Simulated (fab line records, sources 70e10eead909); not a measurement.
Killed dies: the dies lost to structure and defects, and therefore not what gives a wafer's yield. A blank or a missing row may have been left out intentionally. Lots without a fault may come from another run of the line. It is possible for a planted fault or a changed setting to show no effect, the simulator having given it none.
fab line records	flow nandHarc
record: lots: 11	wafers: 33	lastDay: 24
route steps=1159 shown P_ZERO_WELL@18 P_STI@72 END@1159
lots that met no fault: taken from a fault-free run of the same line
startH: the number of hours between the record's first day and the start of the first shown wafer of the lot	waitH: hours elapsed since this lot's preceding step	" the same as in the row above	L1.1+2: several wafers, shown together as one row	- no value present, or no start provided	* or withheld: withheld	< > ~ a bound
route shown NAME@n: names a module that has steps shown in the file, with the first one's number in the route	usual: mean and standard deviation over wafers with no fault	same: alike in all rows	chamber/n: place in a boat	sites: the reading at each site	_std_site: the standard deviation of these	_edge_site: the outer-site mean with the inner-site mean subtracted	radiusMm: for every site, how far away it sits from the centre of the wafer	mask NAME#n: copy n	behind: the last tool/chamber to shape the wafer	hold: the reason the lot was held/the length of the hold in hours/how it ended	device: names the non-switching transistor (n, p or np)	end of line: the same wafers' tests at the end of the route	step lacking rows: just its recipe	killed: the dies lost at the first sort to structure and to defects; this is not the yield of the wafer	map: a wafer's dies, x killed, . not, _ none there
set.NAME: the setting the step ran with; set.NAME@STEP: the setting that earlier step ran with	model.NAME: the simulator's own value behind a step, which no gauge read
route steps across a sampled set of lots; one table per step, one row per wafer
services: a tool's chamber out of use, with start hour (startH, from the record's first day; less than 0 if before it), hours out, and reason
== steps ==
step: NHARC_P_ZERO_WELL_ETCH_62
recipe: targetDepthA: 130	timeS: 6.5	chf3FlowSccm: 50	arFlowSccm: 200	rfW: 500	biasW: 200	chemistry: CHF3/Ar
usual: drypumpMotorCurrentA: 5.8/0.34	mfcArSccm: 200.0/0.63	oesProductAu: 0.961/0.016	rfFwdPowerW: 489.0/2.4	rfVppV: 371.5/2.2	showerheadPlenumPTorr: 2.39/0.098	throttleValvePct: 20.217/0.0084
lot.wafer	tool	chamber	startH	waitH	drypumpMotorCurrentA	mfcArSccm	oesProductAu	rfFwdPowerW	rfHoursCounterH	rfVppV	showerheadPlenumPTorr	throttleValvePct
L505.1	rieDiel-07	3	-	-	6.2	199.3	0.951	485.1	9.5	372.8	2.46	20.215
L505.3	"	0	"	"	5.8	201.5	0.957	487.2	8.4	373.0	2.46	20.216
L505.5	"	1	"	"	5.9	199.8	0.970	488.6	-	368.4	2.26	20.226
L506.3	rieDiel-07	0	-	-	5.8	200.5	0.985	488.5	8.6	373.6	2.46	20.219
L506.1	"	1	"	"	5.9	200.3	0.983	488.1	9.1	368.9	2.26	20.210
L506.2	"	2	"	"	5.5	199.8	0.973	490.6	9.4	371.6	2.37	20.222
L507.3	rieDiel-07	0	-	-	5.7	200.3	0.965	486.9	8.7	372.7	2.46	20.206
L507.4	"	1	"	"	5.9	199.9	0.967	490.3	9.2	369.7	2.26	20.222
L507.2	"	2	"	"	5.5	200.6	0.976	492.9	9.5	371.4	2.37	20.215
L511.1	rieDiel-11	2	-	-	6.4	201.2	0.954	488.3	2.1	367.0	2.20	20.227
L511.4	"	3	"	"	5.7	199.4	0.949	487.3	2.3	371.7	2.42	20.204
L511.5	"	1	"	"	5.6	199.9	0.958	487.4	-	370.8	2.40	20.210
L512.1	rieDiel-11	0	-	-	6.2	199.5	0.941	489.9	2.5	367.1	2.21	20.209
L512.3	"	1	"	"	5.6	200.3	0.961	490.2	2.5	371.0	2.40	20.210
L512.4	"	2	"	"	6.4	200.5	0.956	491.0	2.8	367.1	2.20	20.221
L513.4	rieDiel-12	1	-	-	5.4	200.0	0.942	489.6	2.2	372.3	2.41	20.224
L513.3	"	0	"	"	5.7	199.7	0.941	490.6	2.4	374.4	2.52	20.219
L513.6	"	2	"	"	5.8	199.9	0.920	487.8	-	374.1	2.47	20.209
L517.4	rieDiel-11	3	-	-	5.7	200.2	0.973	485.5	3.5	373.7	2.42	20.209
L517.1	"	2	"	"	6.4	200.9	0.977	489.9	3.8	368.7	2.20	20.208
L517.6	"	3	"	"	5.7	200.7	0.965	488.0	-	373.0	2.42	20.224
L519.4	rieDiel-11	3	-	-	5.7	200.5	0.938	488.1	4.1	371.7	2.42	20.220
L519.2	"	2	"	"	6.4	199.9	0.930	490.9	4.5	366.9	2.20	20.215
L519.6	"	0	"	"	6.2	200.1	0.930	494.0	-	368.7	2.21	20.211
L521.1	rieDiel-11	0	-	-	6.2	200.1	0.963	491.6	4.2	368.1	2.21	20.207
L521.2	"	1	"	"	5.6	198.9	0.965	488.7	5.3	372.7	2.40	20.218
L521.6	"	3	"	"	5.7	199.3	0.975	487.4	-	372.5	2.42	20.219
L524.1	rieDiel-12	0	-	-	5.7	200.5	0.960	485.4	7.3	374.5	2.52	20.226
L524.2	"	2	"	"	5.8	200.0	0.947	487.8	5.8	373.2	2.47	20.222
L524.3	"	0	"	"	5.6	200.6	0.953	486.3	-	373.6	2.52	20.227
L528.4	rieDiel-07	2	-	-	5.5	200.6	0.960	492.0	6.0	372.8	2.36	20.207
L528.3	"	3	"	"	6.2	200.3	0.954	487.1	5.9	374.6	2.46	20.218
L528.6	"	2	"	"	5.5	200.2	0.969	491.6	-	370.5	2.36	20.223
step: NHARC_P_STI_OXIDE_29
recipe: targetThkA: 100	tempC: 900	oxTimeS: 1362	material: SiO2
usual: spikeTcBottomC: 919/3.1
lot.wafer	tool	chamber	startH	waitH	spikeTcBottomC
L505.1	furnace-01	0	23.67	-	923
L505.3	"	0	"	"	921
L505.5	"	0	"	"	921
L506.1	furnace-01	0	32.79	-	920
L506.2	"	0	"	"	922
L506.3	"	0	"	"	923
L507.2	furnace-01	0	32.79	-	922
L507.3	"	0	"	"	923
L507.4	"	0	"	"	921
L511.1	furnace-05	0	59.76	-	917
L511.4	"	0	"	"	914
L511.5	"	0	"	"	917
L512.1	furnace-01	0	67.39	-	922
L512.3	"	0	"	"	923
L512.4	"	0	"	"	921
L513.3	furnace-01	0	75.37	-	920
L513.4	"	0	"	"	921
L513.6	"	0	"	"	922
L517.1	furnace-01	0	95.83	-	923
L517.4	"	0	"	"	922
L517.6	"	0	"	"	923
L517.1	furnace-01	0	99.88	0.3	922
L517.4	"	0	"	"	922
L517.6	"	0	"	"	924
L519.2	furnace-01	0	108.38	-	922
L519.4	"	0	"	"	920
L519.6	"	0	"	"	921
L519.2	furnace-01	0	116.37	4.3	922
L519.4	"	0	"	"	921
L519.6	"	0	"	"	924
L521.1	furnace-05	0	117.54	-	917
L521.2	"	0	"	"	916
L521.6	"	0	"	"	915
L521.1	furnace-01	0	124.53	3.3	922
L521.2	"	0	"	"	921
L521.6	"	0	"	"	922
L524.1	furnace-05	0	137.87	-	914
L524.2	"	0	"	"	917
L524.3	"	0	"	"	915
L528.3	furnace-05	0	158.36	-	916
L528.4	"	0	"	"	915
L528.6	"	0	"	"	914
step: NHARC_P_STI_ETCH_42
recipe: targetDepthA: 800	overetchA: 240	timeS: 61	ionEnergyEv: 200	n2FlowSccm: 150	h2FlowSccm: 150	arFlowSccm: 0	rfW: 400	biasW: 150	chemistry: N2/H2
usual: drypumpMotorCurrentA: 5.6/0.45	mfcArSccm: 0.008/0.014	oesProductAu: 1.001/0.0073	rfFwdPowerW: 396.7/1.6	rfVppV: 430.9/2	showerheadPlenumPTorr: 2.05/0.067	throttleValvePct: 14.172/0.009
lot.wafer	tool	chamber	startH	waitH	drypumpMotorCurrentA	mfcArSccm	oesProductAu	rfFwdPowerW	rfHoursCounterH	rfVppV	showerheadPlenumPTorr	throttleValvePct
L505.3	rieDiel-04	2	35.38	0.1	6.7	0	0.999	396.2	3.1	433.1	2.12	14.145
L505.1	"	1	"	"	5.1	0	0.990	395.7	2.2	430.4	2.04	14.165
L505.5	"	3	"	"	5.6	0	0.995	395.6	-	431.1	2.07	14.179
L506.1	rieDiel-10	0	44.44	0.1	5.7	0.039	0.999	395.6	1.0	430.3	1.98	14.169
L506.2	"	1	"	"	5.5	0	0.998	397.2	1.0	434.6	2.13	14.186
L506.3	"	3	"	"	5.3	0	0.995	395.9	0.9	428.3	1.95	14.182
L507.3	rieDiel-10	2	44.59	0.1	5.6	0.001	1.005	395.8	0.6	428.2	2.01	14.163
L507.2	"	0	"	"	5.7	0.039	1.007	397.6	1.0	429.2	1.98	14.158
L507.4	"	1	"	"	5.6	0	0.995	397.9	1.1	434.2	2.14	14.174
L511.1	rieDiel-04	3	71.43	0.1	5.6	0	1.001	396.4	4.2	432.2	2.07	14.170
L511.4	"	2	"	"	6.7	0	0.996	393.5	4.3	432.6	2.12	14.181
L511.5	"	3	"	"	5.5	0	1.000	398.3	-	430.0	2.07	14.179
L512.3	rieDiel-03	2	79.18	0.1	5.5	0.020	1.004	393.5	1.8	433.2	2.14	14.175
L512.1	"	3	"	"	5.0	0.028	1.007	397.0	1.9	432.6	2.15	14.169
L512.4	"	1	"	"	5.6	0.014	1.001	392.1	-	432.1	2.10	14.175
L513.4	rieDiel-04	3	86.99	0.1	5.6	0	1.001	398.4	4.8	430.8	2.06	14.179
L513.3	"	0	"	"	6.0	0	0.999	395.3	4.7	430.4	2.04	14.182
L513.6	"	2	"	"	6.7	0	1.002	395.6	-	433.5	2.12	14.171
L517.1	rieDiel-10	1	108.62	0.1	5.5	0	1.016	398.2	2.6	432.5	2.14	14.175
L517.4	"	2	"	"	5.6	0.001	0.998	396.3	-	430.0	2.00	14.165
L517.6	"	0	"	"	5.8	0.039	1.009	396.0	-	427.6	1.98	14.173
L519.2	rieDiel-10	2	125.06	0.1	5.5	0.001	0.998	396.1	2.5	431.7	2.00	14.168
L519.4	"	1	"	"	5.6	0	1.002	396.4	3.0	433.0	2.13	14.175
L519.6	"	2	"	"	5.5	0.001	1.012	395.8	-	429.1	2.00	14.178
L521.2	rieDiel-04	2	133.19	0.1	6.7	0	0.999	396.9	0.2	433.8	2.12	14.175
L521.1	"	1	"	"	5.1	0	1.013	398.0	0.2	430.9	2.04	14.165
L521.6	"	2	"	"	6.7	0	1.004	397.5	-	433.6	2.12	14.152
L524.2	rieDiel-04	2	149.64	0.1	6.7	0	1.004	397.7	1.3	432.3	2.12	14.186
L524.1	"	0	"	"	6.1	0	0.995	396.9	1.1	430.2	2.04	14.173
L524.3	"	1	"	"	5.1	0	1.002	397.1	1.1	430.6	2.04	14.168
L528.3	rieDiel-04	0	170.22	0.1	6.0	0	1.004	394.9	2.1	430.4	2.04	14.184
L528.4	"	1	"	"	5.1	0	1.004	397.7	2.1	430.0	2.04	14.179
L528.6	"	2	"	"	6.7	0	1.004	394.2	-	431.4	2.12	14.176
step: NHARC_P_STI_CMP_21
recipe: tOverpolishS: 20	targetThkNm: 380.67
usual: motorCurrentA: 12.3/1	overpolishRunS: 19.999/0.0085	retainingRingPressureFrac: 1.000/0.0048	slurryFilterDpKPa: 13.49/0.12	slurryFlowMlMin: 150.0/0.46
lot.wafer	tool	chamber	startH	waitH	motorCurrentA	overpolishRunS	retainingRingPressureFrac	slurryFilterDpKPa	slurryFlowMlMin
L505.3	cmp-01	2	56.87	0.4	14.7	19.999	0.995	13.62	150.7
L505.1	"	1	"	"	13.4	20.008	1.002	13.46	149.6
L505.5	"	2	"	"	14.4	20.013	1.000	13.53	149.5
L506.1	cmp-01	0	64.04	0.4	12.4	20.014	0.989	13.49	151.0
L506.3	"	1	"	"	13.3	19.990	0.998	13.44	149.2
L506.2	"	3	"	"	12.0	20.012	1.004	13.26	150.4
L507.4	cmp-04	2	64.06	0.4	11.6	20.010	1.001	13.41	150.4
L507.3	"	3	"	"	13.1	20.008	1.002	13.52	149.8
L507.2	"	0	"	"	10.7	19.999	0.997	13.49	149.5
L511.4	cmp-02	3	91.95	0.4	11.6	19.993	1.008	13.52	150.5
L511.1	"	1	"	"	11.6	20.002	0.994	13.60	149.8
L511.5	"	3	"	"	11.5	20.011	0.999	13.45	150.0
L512.4	cmp-04	1	99.41	0.4	12.6	19.997	1.009	13.67	150.1
L512.3	"	2	"	"	12.0	20.009	1.001	13.30	149.4
L512.1	"	3	"	"	12.1	19.995	1.011	13.39	150.0
L513.4	cmp-02	0	108.80	0.4	12.4	20.012	0.993	13.23	150.4
L513.3	"	1	"	"	11.1	19.988	1.009	13.33	149.7
L513.6	"	3	"	"	11.5	20.008	1.005	13.42	150.4
L517.1	cmp-04	3	133.66	0.4	12.4	19.988	1.004	13.50	149.6
L517.4	"	0	"	"	10.3	19.993	0.998	13.49	150.5
L517.6	"	2	"	"	11.6	20.004	0.995	13.45	150.3
L519.4	cmp-02	0	140.62	0.4	12.4	19.999	1.001	13.49	149.9
L519.2	"	1	"	"	11.2	20.004	1.002	13.53	149.8
L519.6	"	0	"	"	12.6	20.018	0.997	13.44	150.1
L521.1	cmp-01	3	151.46	0.4	12.0	20.003	0.996	13.52	150.7
L521.2	"	1	"	"	13.3	19.997	1.000	13.42	149.9
L521.6	"	3	"	"	12.0	20.002	0.993	13.70	150.3
L524.3	cmp-02	0	164.90	0.4	12.5	19.994	0.996	13.62	150.4
L524.1	"	2	"	"	13.4	19.993	1.005	13.30	149.4
L524.2	"	3	"	"	11.6	20.009	1.002	13.29	149.2
L528.4	cmp-04	2	188.60	0.4	12.2	19.987	1.004	13.49	149.7
L528.3	"	1	"	"	11.7	20.005	1.000	13.42	149.7
L528.6	"	2	"	"	11.5	19.999	1.005	13.67	150.1
step: NHARC_END_SORT_01
recipe: tempC: 25
usual: killedAtArray: 27/9.8	killedAtOther: 0.6/0.83	killedAtPeriphery: 3.5/2.4	killedDies: 31/9.6	killedOpen: 3.1/1.9	killedShort: 2.0/1.5
same: grossDies: 677
lot.wafer	tool	chamber	startH	waitH	killedAtArray	killedAtOther	killedAtPeriphery	killedDies	killedOpen	killedShort
L506.1	prober-02	0	466.48	2.5	16	1	4	21	2	1
L506.2	prober-02	0	467.30	2.8	26	2	1	29	5	2
L506.3	prober-02	0	468.12	3.1	21	0	4	25	4	5
L507.2	prober-01	0	467.22	2.8	19	0	3	22	4	0
L507.3	prober-01	0	468.02	3.1	22	0	2	24	1	1
L507.4	prober-01	0	468.81	3.4	12	0	7	19	3	0
L505.1	prober-01	0	481.94	2.5	14	1	2	17	2	2
L505.3	prober-01	0	483.53	3.1	14	0	2	16	4	2
L505.5	prober-01	0	485.12	3.7	9	1	3	13	1	3
L512.1	prober-02	0	490.06	2.5	30	1	1	32	2	0
L512.3	prober-02	0	491.66	3.1	34	1	4	39	1	0
L512.4	prober-02	0	492.45	3.4	32	0	5	37	3	2
L511.1	prober-01	0	497.49	2.5	31	1	4	36	4	4
L511.4	prober-01	0	499.89	3.4	23	1	1	25	4	4
L511.5	prober-01	0	500.68	3.7	26	3	5	34	3	3
L513.3	prober-01	0	517.62	3.1	36	1	1	38	5	4
L513.4	prober-01	0	518.43	3.4	26	0	3	29	2	1
L513.6	prober-01	0	520.03	4.0	32	0	4	36	3	3
L519.2	prober-02	0	539.56	2.8	26	0	6	32	4	3
L519.4	prober-02	0	541.17	3.4	29	2	3	34	2	4
L519.6	prober-02	0	542.78	4.0	34	2	4	40	4	1
L517.1	prober-01	0	542.45	2.5	50	0	2	52	2	5
L517.4	prober-01	0	544.86	3.4	34	0	0	34	2	2
L517.6	prober-01	0	546.46	4.0	29	0	0	29	2	0
L524.1	prober-02	0	559.56	2.5	26	0	3	29	4	1
L524.2	prober-02	0	560.36	2.8	23	2	0	25	1	3
L524.3	prober-02	0	561.17	3.1	26	0	2	28	2	3
L521.1	prober-01	0	559.66	2.5	26	0	4	30	7	2
L521.2	prober-01	0	560.46	2.8	41	0	2	43	8	3
L521.6	prober-01	0	563.64	4.0	22	0	3	25	2	3
L528.3	prober-02	0	576.86	3.1	23	1	3	27	3	2
L528.4	prober-02	0	577.66	3.4	34	1	1	36	5	2
L528.6	prober-02	0	579.27	4.0	22	1	1	24	3	0
killed by level:class
L506.1 A_SLIT:chamberFilmFlake=5 A_STAIRCASE:chamberFilmFlake=4 A_WL_FILL:chamberFilmFlake=3 P_ZERO_WELL:chamberFilmFlake=2 A_CONTACT:chamberFilmFlake=2 P_GATE:geometricParticle:short=1 A_CONTACT:geometricParticle:open=1 P_GATE:chamberFilmFlake=1
L507.2 A_CHANNEL_HOLE_D1:chamberFilmFlake=13 P_ZERO_WELL:chamberFilmFlake=3 A_BLC:geometricParticle:open=2 A_WL_FILL:geometricParticle:open=1 A_CONTACT:geometricParticle:open=1 A_STAIRCASE:chamberFilmFlake=1 A_CONTACT:chamberFilmFlake=1
L506.2 A_SLIT:chamberFilmFlake=6 A_CONTACT:chamberFilmFlake=5 A_CONTACT:geometricParticle:open=3 A_CHANNEL_HOLE_D1:chamberFilmFlake=3 A_STAIRCASE:chamberFilmFlake=3 A_WL_FILL:chamberFilmFlake=3 THIN_TSV:chamberFilmFlake=2 P_CONTACT:geometricParticle:short=1
L507.3 A_CHANNEL_HOLE_D1:chamberFilmFlake=13 A_STAIRCASE:chamberFilmFlake=2 A_SLIT:chamberFilmFlake=2 A_CONTACT:chamberFilmFlake=2 A_ONON_D1:geometricParticle:open=1 A_WL_FILL:geometricParticle:short=1 P_ZERO_WELL:chamberFilmFlake=1 P_GATE:chamberFilmFlake=1
L506.3 A_CONTACT:chamberFilmFlake=5 A_STAIRCASE:chamberFilmFlake=4 A_SLIT:chamberFilmFlake=4 A_SOURCE_PLATE:geometricParticle:short=2 P_ZERO_WELL:chamberFilmFlake=2 P_GATE:geometricParticle:short=1 P_M0:geometricParticle:short=1 A_STAIRCASE:geometricParticle:open=1
L507.4 A_CHANNEL_HOLE_D1:chamberFilmFlake=5 A_STAIRCASE:chamberFilmFlake=4 P_ZERO_WELL:chamberFilmFlake=3 P_STI:geometricParticle:open=1 P_GATE:geometricParticle:open=1 A_ONON_D1:geometricParticle:open=1 P_STI:chamberFilmFlake=1 P_GATE:chamberFilmFlake=1
L505.1 A_STAIRCASE:chamberFilmFlake=6 A_CHANNEL_HOLE_D1:chamberFilmFlake=2 A_SLIT:chamberFilmFlake=2 A_CHANNEL_FILL_D1:geometricParticle:open=1 A_CONTACT:geometricParticle:short=1 A_BONDPAD:geometricParticle:open=1 STARTING-WAFER:geometricParticle:short=1 P_STI:chamberFilmFlake=1
L505.3 A_SLIT:chamberFilmFlake=3 A_WL_FILL:geometricParticle:short=2 A_CHANNEL_HOLE_D1:chamberFilmFlake=2 A_STAIRCASE:chamberFilmFlake=2 A_BONDPAD:chamberFilmFlake=2 P_CONTACT:geometricParticle:open=1 P_M0:geometricParticle:open=1 A_CHANNEL_FILL_D1:geometricParticle:open=1
L505.5 A_WL_FILL:geometricParticle:short=2 P_STI:chamberFilmFlake=2 A_CHANNEL_HOLE_D1:chamberFilmFlake=2 A_SLIT:chamberFilmFlake=2 P_GATE:geometricParticle:open=1 A_ONON_D1:geometricParticle:short=1 A_STAIRCASE:chamberFilmFlake=1 A_CONTACT:chamberFilmFlake=1
L512.1 A_CHANNEL_HOLE_D1:chamberFilmFlake=14 A_STAIRCASE:chamberFilmFlake=5 A_CONTACT:chamberFilmFlake=4 A_BLC:chamberFilmFlake=4 P_M1:geometricParticle:open=1 A_CONTACT:geometricParticle:open=1 A_ZERO_WELL:chamberFilmFlake=1 A_CHANNEL_FILL_D1:chamberFilmFlake=1
L512.3 A_CHANNEL_HOLE_D1:chamberFilmFlake=21 A_STAIRCASE:chamberFilmFlake=6 A_CHANNEL_FILL_D1:chamberFilmFlake=4 P_M0:chamberFilmFlake=3 A_CHANNEL_FILL_D1:geometricParticle:open=1 P_ZERO_WELL:chamberFilmFlake=1 A_CONTACT:chamberFilmFlake=1 A_BLC:chamberFilmFlake=1
L512.4 A_CHANNEL_HOLE_D1:chamberFilmFlake=17 A_STAIRCASE:chamberFilmFlake=4 P_M0:chamberFilmFlake=3 A_CONTACT:chamberFilmFlake=3 A_CHANNEL_FILL_D1:geometricParticle:short=2 A_ZERO_WELL:chamberFilmFlake=2 A_CHANNEL_FILL_D1:chamberFilmFlake=2 P_GATE:geometricParticle:open=1
L511.1 A_SLIT:chamberFilmFlake=13 A_STAIRCASE:chamberFilmFlake=4 A_CONTACT:chamberFilmFlake=4 A_CHANNEL_HOLE_D1:chamberFilmFlake=2 A_BLC:chamberFilmFlake=2 P_GATE:geometricParticle:open=1 P_CONTACT:geometricParticle:open=1 P_M0:geometricParticle:short=1
L511.4 A_SLIT:chamberFilmFlake=9 A_ONON_D1:geometricParticle:short=4 A_STAIRCASE:chamberFilmFlake=3 A_ONON_D1:geometricParticle:open=2 A_CONTACT:chamberFilmFlake=2 P_GATE:geometricParticle:open=1 A_M0:geometricParticle:open=1 A_CHANNEL_HOLE_D1:chamberFilmFlake=1
L511.5 A_SLIT:chamberFilmFlake=11 A_CONTACT:chamberFilmFlake=5 A_CHANNEL_HOLE_D1:chamberFilmFlake=3 A_STAIRCASE:chamberFilmFlake=3 THIN_TSV:chamberFilmFlake=3 P_GATE:chamberFilmFlake=2 P_STI:geometricParticle:short=1 P_CONTACT:geometricParticle:short=1
L513.3 A_SLIT:chamberFilmFlake=12 A_CONTACT:chamberFilmFlake=7 A_STAIRCASE:chamberFilmFlake=6 A_CONTACT:geometricParticle:open=3 A_WL_FILL:chamberFilmFlake=2 A_SOURCE_PLATE:geometricParticle:short=1 A_ONON_D1:geometricParticle:short=1 A_WL_FILL:geometricParticle:short=1
L513.4 A_SLIT:chamberFilmFlake=7 A_WL_FILL:chamberFilmFlake=6 A_CONTACT:chamberFilmFlake=5 A_CHANNEL_HOLE_D1:chamberFilmFlake=4 A_STAIRCASE:chamberFilmFlake=3 P_GATE:geometricParticle:open=2 A_WL_FILL:geometricParticle:short=1 P_ZERO_WELL:chamberFilmFlake=1
L513.6 A_SLIT:chamberFilmFlake=8 A_CONTACT:chamberFilmFlake=8 A_STAIRCASE:chamberFilmFlake=7 A_M0:geometricParticle:open=2 P_ZERO_WELL:chamberFilmFlake=2 P_M2:chamberFilmFlake=2 A_WL_FILL:chamberFilmFlake=2 A_WL_FILL:geometricParticle:short=1
L519.2 A_SLIT:chamberFilmFlake=11 P_M0:chamberFilmFlake=4 A_CONTACT:chamberFilmFlake=4 A_STAIRCASE:chamberFilmFlake=2 A_WL_FILL:chamberFilmFlake=2 P_GATE:geometricParticle:open=1 P_CONTACT:geometricParticle:open=1 A_CHANNEL_FILL_D1:geometricParticle:short=1
L519.4 A_SLIT:chamberFilmFlake=16 A_CHANNEL_HOLE_D1:chamberFilmFlake=3 A_CONTACT:chamberFilmFlake=3 A_WL_FILL:geometricParticle:short=2 THIN_TSV:chamberFilmFlake=2 P_CONTACT:geometricParticle:short=1 P_M0:geometricParticle:open=1 A_ONON_D1:geometricParticle:short=1
L517.1 A_SLIT:chamberFilmFlake=23 A_CHANNEL_HOLE_D1:chamberFilmFlake=18 A_SOURCE_PLATE:geometricParticle:short=2 A_CHANNEL_FILL_D1:geometricParticle:short=2 A_ONON_D1:geometricParticle:short=1 A_STAIRCASE:geometricParticle:open=1 A_WL_FILL:geometricParticle:open=1 P_ZERO_WELL:chamberFilmFlake=1
L519.6 A_SLIT:chamberFilmFlake=19 A_CHANNEL_HOLE_D1:chamberFilmFlake=4 A_CONTACT:chamberFilmFlake=4 P_GATE:chamberFilmFlake=2 A_STAIRCASE:chamberFilmFlake=2 THIN_TSV:chamberFilmFlake=2 P_M2:geometricParticle:short=1 A_CHANNEL_FILL_D1:geometricParticle:open=1
L517.4 A_CHANNEL_HOLE_D1:chamberFilmFlake=16 A_SLIT:chamberFilmFlake=13 A_CONTACT:geometricParticle:open=2 A_CHANNEL_FILL_D1:geometricParticle:short=1 A_STAIRCASE:geometricParticle:short=1 A_CONTACT:chamberFilmFlake=1
L517.6 A_CHANNEL_HOLE_D1:chamberFilmFlake=14 A_SLIT:chamberFilmFlake=8 A_STAIRCASE:chamberFilmFlake=2 A_WL_FILL:geometricParticle:open=1 A_CONTACT:geometricParticle:open=1 A_ZERO_WELL:chamberFilmFlake=1 A_CHANNEL_FILL_D1:chamberFilmFlake=1 A_CONTACT:chamberFilmFlake=1
L524.1 A_SLIT:chamberFilmFlake=11 A_CHANNEL_HOLE_D1:chamberFilmFlake=6 P_M1:chamberFilmFlake=3 A_CONTACT:chamberFilmFlake=3 A_CHANNEL_FILL_D1:geometricParticle:open=1 A_CHANNEL_FILL_D1:geometricParticle:short=1 A_CONTACT:geometricParticle:open=1 A_M0:geometricParticle:open=1
L521.1 A_CHANNEL_HOLE_D1:chamberFilmFlake=19 P_M0:geometricParticle:open=3 A_CONTACT:geometricParticle:open=2 P_GATE:geometricParticle:open=1 A_ONON_D1:geometricParticle:short=1 A_CHANNEL_HOLE_D1:geometricParticle:short=1 A_M0:geometricParticle:open=1 A_WL_FILL:chamberFilmFlake=1
L524.2 A_CHANNEL_HOLE_D1:chamberFilmFlake=10 A_SLIT:chamberFilmFlake=6 A_CONTACT:chamberFilmFlake=4 A_SOURCE_PLATE:geometricParticle:short=1 A_CHANNEL_HOLE_D1:geometricParticle:short=1 A_WL_FILL:geometricParticle:short=1 STARTING-WAFER:geometricParticle:open=1 THIN_TSV:chamberFilmFlake=1
L521.2 A_CHANNEL_HOLE_D1:chamberFilmFlake=27 A_CONTACT:chamberFilmFlake=5 A_M0:geometricParticle:open=2 P_M0:geometricParticle:short=1 P_M0:geometricParticle:open=1 A_ONON_D1:geometricParticle:short=1 A_CHANNEL_HOLE_D1:geometricParticle:short=1 A_CHANNEL_HOLE_D1:geometricParticle:open=1
L524.3 A_SLIT:chamberFilmFlake=14 A_CHANNEL_HOLE_D1:chamberFilmFlake=5 A_CONTACT:chamberFilmFlake=2 A_SOURCE_PLATE:geometricParticle:short=1 A_WL_FILL:geometricParticle:short=1 A_CONTACT:geometricParticle:open=1 A_BLC:geometricParticle:open=1 A_BLC:geometricParticle:short=1
L521.6 A_CHANNEL_HOLE_D1:chamberFilmFlake=14 A_WL_FILL:chamberFilmFlake=2 A_CONTACT:chamberFilmFlake=2 P_M1:geometricParticle:open=1 A_SOURCE_PLATE:geometricParticle:short=1 A_CHANNEL_HOLE_D1:geometricParticle:short=1 A_WL_FILL:geometricParticle:short=1 A_WL_FILL:geometricParticle:open=1
L528.3 A_CHANNEL_HOLE_D1:chamberFilmFlake=17 A_CHANNEL_FILL_D1:geometricParticle:short=2 A_WL_FILL:chamberFilmFlake=2 P_CONTACT:geometricParticle:open=1 P_M0:geometricParticle:open=1 A_CHANNEL_FILL_D1:geometricParticle:open=1 P_BONDPAD:chamberFilmFlake=1 A_STAIRCASE:chamberFilmFlake=1
L528.4 A_CHANNEL_HOLE_D1:chamberFilmFlake=27 A_CONTACT:geometricParticle:open=4 A_WL_FILL:geometricParticle:open=1 A_WL_FILL:geometricParticle:short=1 P_M0:chamberFilmFlake=1 STARTING-WAFER:geometricParticle:short=1 A_WL_FILL:chamberFilmFlake=1
L528.6 A_CHANNEL_HOLE_D1:chamberFilmFlake=16 A_WL_FILL:geometricParticle:open=2 A_STAIRCASE:chamberFilmFlake=2 P_M0:geometricParticle:open=1 A_ZERO_WELL:chamberFilmFlake=1 A_CHANNEL_FILL_D1:chamberFilmFlake=1 THIN_TSV:chamberFilmFlake=1
== services ==
tool	chamber	startH	hours	kind
cmp-01	-	-5.86	0.8	repair
rieDiel-10	-	-0.50	9.0	pm
cmp-04	-	7.00	4.0	pm
rieDiel-11	-	12.50	9.0	pm
rieDiel-04	-	19.04	0.9	repair
rieDiel-12	-	25.40	9.0	pm
cmp-02	-	29.03	0.8	repair
cmp-02	-	30.50	4.0	pm
rieDiel-10	2	32.64	3.3	repair
rieDiel-07	-	51.26	9.0	pm
cmp-02	-	55.16	0.4	repair
cmp-01	-	68.48	1.0	repair
cmp-01	-	85.12	4.0	pm
rieDiel-11	0	91.25	3.7	repair
rieDiel-12	2	96.04	3.3	repair
rieDiel-10	3	100.15	19.4	repair
cmp-04	-	105.00	4.0	pm
rieDiel-04	-	111.90	9.0	pm
cmp-02	-	128.50	4.0	pm
rieDiel-10	0	146.69	5.3	repair
cmp-01	-	162.87	1.7	repair
cmp-01	-	166.60	0.9	repair
rieDiel-10	-	176.50	9.0	pm
cmp-01	-	183.12	4.0	pm
== key ==
firstSign: step: NHARC_P_STI_OXIDE_29	reading: visit	direction: added
effect none on later readings
metAt NHARC_P_STI_OXIDE_29
struckLots L517,L519,L521
testerLeftOut L517,L519,L521
notActingAt NHARC_P_ZERO_WELL_ETCH_62,NHARC_P_STI_ETCH_42,NHARC_P_STI_CMP_21
fault: kind: repeatedStepWhole	tool: furnace-01,furnace-02,furnace-05	chamber: -	onsetH: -	steps: NHARC_P_STI_OXIDE_29	times: 1	scope: struckLotsOnly
testerLeftOut: of these lots the tester's yield and bins aren't shown, on N5 and GAA mostly nor the transistor test; their killed dies are dies lost to structure and defects alone, not to doping, threshold or leakage, so they don't give the yield
